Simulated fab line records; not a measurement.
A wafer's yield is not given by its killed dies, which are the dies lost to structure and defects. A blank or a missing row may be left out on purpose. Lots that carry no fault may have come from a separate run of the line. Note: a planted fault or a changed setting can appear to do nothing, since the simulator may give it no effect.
Split-lot experiment :: flow n5_finfet :: 21 wafers read across 7 lots, on a route 1938 steps long

## ON THE SPLIT
At N5_BEOL_M11_COAT_22 (resist thk 90 nm), the setting spin_rpm was moved away from the recipe's 1500 rpm on 9 of the 21 wafers read, by -8.9% to +10.9%. This setting was run at the recipe's value on the other wafers.

## FROM THE SPLIT TO THE READING: what the file shows between them, 4 steps
- N5_BEOL_M11_EXPOSE_25: exposes mask V10 (also split here: dose_mj)
- N5_BEOL_M11_PEB_26: peb time 60 s
- N5_BEOL_M11_DEVELOP_27: develop time 30 s
- N5_BEOL_M11_CD_MEAS_28: target cd 70 nm

## THE READING
CAR-ArF_of_BEOL_M11_COAT_22.thk_nm (the simulator's own value, which no gauge read), in nm, at N5_BEOL_M11_DESCUM_33 (chemistry O2, time 7.9 s). The file gives no usual value for it. The 12 wafers here that ran the recipe average 83.5 nm, standard deviation 0.22 nm.

wafer: L074.4
tool, chamber at the split: litho_track-04, 0
spin_rpm as run, rpm: 1606
against the recipe: +7.1%
CAR-ArF_of_BEOL_M11_COAT_22.thk_nm, nm: 80.6
against lot-mates on the recipe: -2.9

wafer: L074.5
tool, chamber at the split: litho_track-04, 0
spin_rpm as run, rpm: 1500
against the recipe: recipe
CAR-ArF_of_BEOL_M11_COAT_22.thk_nm, nm: 83.6
against lot-mates on the recipe: -

wafer: L074.6
tool, chamber at the split: litho_track-04, 0
spin_rpm as run, rpm: 1500
against the recipe: recipe
CAR-ArF_of_BEOL_M11_COAT_22.thk_nm, nm: 83.4
against lot-mates on the recipe: -

wafer: L075.2
tool, chamber at the split: litho_track-02, 0
spin_rpm as run, rpm: 1663
against the recipe: +10.9%
CAR-ArF_of_BEOL_M11_COAT_22.thk_nm, nm: 78.6
against lot-mates on the recipe: -4.6

wafer: L075.3
tool, chamber at the split: litho_track-02, 0
spin_rpm as run, rpm: 1663
against the recipe: +10.9%
CAR-ArF_of_BEOL_M11_COAT_22.thk_nm, nm: 78.8
against lot-mates on the recipe: -4.4

wafer: L075.6
tool, chamber at the split: litho_track-02, 0
spin_rpm as run, rpm: 1500
against the recipe: recipe
CAR-ArF_of_BEOL_M11_COAT_22.thk_nm, nm: 83.2
against lot-mates on the recipe: -

wafer: L078.2
tool, chamber at the split: litho_track-05, 0
spin_rpm as run, rpm: 1500
against the recipe: recipe
CAR-ArF_of_BEOL_M11_COAT_22.thk_nm, nm: 83.6
against lot-mates on the recipe: -

wafer: L078.4
tool, chamber at the split: litho_track-05, 0
spin_rpm as run, rpm: 1500
against the recipe: recipe
CAR-ArF_of_BEOL_M11_COAT_22.thk_nm, nm: 83.6
against lot-mates on the recipe: -

wafer: L078.6
tool, chamber at the split: litho_track-05, 0
spin_rpm as run, rpm: 1632
against the recipe: +8.8%
CAR-ArF_of_BEOL_M11_COAT_22.thk_nm, nm: 80
against lot-mates on the recipe: -3.6

wafer: L080.1
tool, chamber at the split: litho_track-02, 0
spin_rpm as run, rpm: 1366
against the recipe: -8.9%
CAR-ArF_of_BEOL_M11_COAT_22.thk_nm, nm: 87.6
against lot-mates on the recipe: +3.8

wafer: L080.4
tool, chamber at the split: litho_track-02, 0
spin_rpm as run, rpm: 1500
against the recipe: recipe
CAR-ArF_of_BEOL_M11_COAT_22.thk_nm, nm: 83.8
against lot-mates on the recipe: -

wafer: L080.5
tool, chamber at the split: litho_track-02, 0
spin_rpm as run, rpm: 1366
against the recipe: -8.9%
CAR-ArF_of_BEOL_M11_COAT_22.thk_nm, nm: 87.8
against lot-mates on the recipe: +4.0

wafer: L084.3
tool, chamber at the split: litho_track-02, 0
spin_rpm as run, rpm: 1500
against the recipe: recipe
CAR-ArF_of_BEOL_M11_COAT_22.thk_nm, nm: 83.8
against lot-mates on the recipe: -

wafer: L084.4
tool, chamber at the split: litho_track-02, 0
spin_rpm as run, rpm: 1500
against the recipe: recipe
CAR-ArF_of_BEOL_M11_COAT_22.thk_nm, nm: 83.8
against lot-mates on the recipe: -

wafer: L084.5
tool, chamber at the split: litho_track-02, 0
spin_rpm as run, rpm: 1500
against the recipe: recipe
CAR-ArF_of_BEOL_M11_COAT_22.thk_nm, nm: 83.4
against lot-mates on the recipe: -

wafer: L088.1
tool, chamber at the split: litho_track-04, 0
spin_rpm as run, rpm: 1408
against the recipe: -6.1%
CAR-ArF_of_BEOL_M11_COAT_22.thk_nm, nm: 86.8
against lot-mates on the recipe: +3.6

wafer: L088.3
tool, chamber at the split: litho_track-04, 0
spin_rpm as run, rpm: 1500
against the recipe: recipe
CAR-ArF_of_BEOL_M11_COAT_22.thk_nm, nm: 83.2
against lot-mates on the recipe: -

wafer: L088.4
tool, chamber at the split: litho_track-04, 0
spin_rpm as run, rpm: 1408
against the recipe: -6.1%
CAR-ArF_of_BEOL_M11_COAT_22.thk_nm, nm: 86.6
against lot-mates on the recipe: +3.4

wafer: L096.1
tool, chamber at the split: litho_track-05, 0
spin_rpm as run, rpm: 1500
against the recipe: recipe
CAR-ArF_of_BEOL_M11_COAT_22.thk_nm, nm: 83.2
against lot-mates on the recipe: -

wafer: L096.2
tool, chamber at the split: litho_track-05, 0
spin_rpm as run, rpm: 1500
against the recipe: recipe
CAR-ArF_of_BEOL_M11_COAT_22.thk_nm, nm: 83.6
against lot-mates on the recipe: -

wafer: L096.6
tool, chamber at the split: litho_track-05, 0
spin_rpm as run, rpm: 1420
against the recipe: -5.3%
CAR-ArF_of_BEOL_M11_COAT_22.thk_nm, nm: 86
against lot-mates on the recipe: +2.6

FIT RESULTS
A straight line over all 21 wafers: CAR-ArF_of_BEOL_M11_COAT_22.thk_nm changes by -0.452 nm for each +1% of spin_rpm; r = -1.00; the points scatter about the line by 0.24 nm.
The same after taking each lot's own level away (the mean of its wafers on the recipe; 21 wafers): -0.441 nm for each +1%; r = -0.99; scatter 0.28 nm.
Per that fit: largest spin_rpm move, reading shift of 4.8 nm.
Across the lots, their own levels run from 83.20 to 83.80 nm, a range of 2.7 times the standard deviation given above.
The two slopes are in agreement: the lot-to-lot level therefore moves the slope only a little.
Check: for one of the wafers moved furthest among these (+10.9%), held out of the fit, the line's prediction against its lot-mates is -4.68 nm. Against them it came out at -4.6 nm.

## FURTHER SPLITS ON THESE WAFERS
Before the reading, these wafers also passed through other splits. Each is held against what the fit with the lots' levels taken away leaves over:
other split on the same wafers: N5_BEOL_M11_EXPOSE_25 dose_mj
wafers away from the commonest value: 8
r with CAR-ArF_of_BEOL_M11_COAT_22.thk_nm (lot level and that fit taken away): +0.13

## THE WHOLE CHAIN: every reading that the file lists as answering this split, in the file's order
step: N5_BEOL_M11_COAT_22
what it does: resist thk 90 nm
reading: CAR-ArF_of_BEOL_M11_COAT_22.thk_nm (the simulator's own value, which no gauge read)
change (the file's fit): -0.43 nm for each +1% of the setting
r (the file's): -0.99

step: N5_BEOL_M11_DESCUM_33
what it does: chemistry O2, time 7.9 s
reading: CAR-ArF_of_BEOL_M11_COAT_22.thk_nm (the simulator's own value, which no gauge read)
change (the file's fit): -0.438 nm for each +1% of the setting
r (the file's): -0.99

## THE FILE'S OWN FIT
CAR-ArF_of_BEOL_M11_COAT_22.thk_nm changes by -0.438 nm for each +1% of spin_rpm, r = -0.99.
